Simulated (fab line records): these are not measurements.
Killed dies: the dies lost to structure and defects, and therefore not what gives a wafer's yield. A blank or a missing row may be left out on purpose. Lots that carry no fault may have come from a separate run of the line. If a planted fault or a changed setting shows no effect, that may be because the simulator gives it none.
Chamber matching / flow n5-finfet / 4 sister chambers for N5_DUMMY_GATE_ETCH_36 on rie-diel-01
The step etches SiARC in CF4, target depth 13 nm. 4 wafers are shown with their chamber, then 7 later ones without.

== EACH WAFER AND ITS CHAMBER ==
wafer=L082.5; chamber=0; showerhead-plenum-p-Torr (Torr)=2.18
wafer=L089.5; chamber=1; showerhead-plenum-p-Torr (Torr)=2.14
wafer=L091.1; chamber=2; showerhead-plenum-p-Torr (Torr)=2.11
wafer=L091.2; chamber=3; showerhead-plenum-p-Torr (Torr)=2.05

== WAFERS WHOSE CHAMBER IS MISSING ==
wafer=L091.3; showerhead-plenum-p-Torr (Torr)=2.17
wafer=L093.2; showerhead-plenum-p-Torr (Torr)=2.05
wafer=L093.3; showerhead-plenum-p-Torr (Torr)=2.11
wafer=L093.4; showerhead-plenum-p-Torr (Torr)=2.13
wafer=L095.2; showerhead-plenum-p-Torr (Torr)=2.17
wafer=L095.3; showerhead-plenum-p-Torr (Torr)=2.11
wafer=L095.4; showerhead-plenum-p-Torr (Torr)=2.05

== THE CHAMBER EACH PASSED THROUGH ==
wafer=L091.3; from the rows above=0; in truth=0
wafer=L093.2; from the rows above=3; in truth=3
wafer=L093.3; from the rows above=2; in truth=2
wafer=L093.4; from the rows above=can't be placed: 1 or 2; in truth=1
wafer=L095.2; from the rows above=0; in truth=0
wafer=L095.3; from the rows above=2; in truth=2
wafer=L095.4; from the rows above=3; in truth=3
6 of 7 placed correctly. Unplaceable from these rows: 1, with the true chamber sitting among the candidates in 1. Placed wrongly: 0.
How it was worked out, from the rows above alone: a wafer's distance from a chamber is the root of the sum, over the readings, of the square of ((its reading less the chamber's mean) divided by the reading's scatter). If the next closest chamber is less than 2 further off than the closest, the wafer can't be placed; otherwise it belongs to the closest. The mean given for a chamber averages the wafers shown for that chamber. The scatter: root of mean squared gap, hidden wafer to nearest shown wafer, with one shown wafer a chamber.
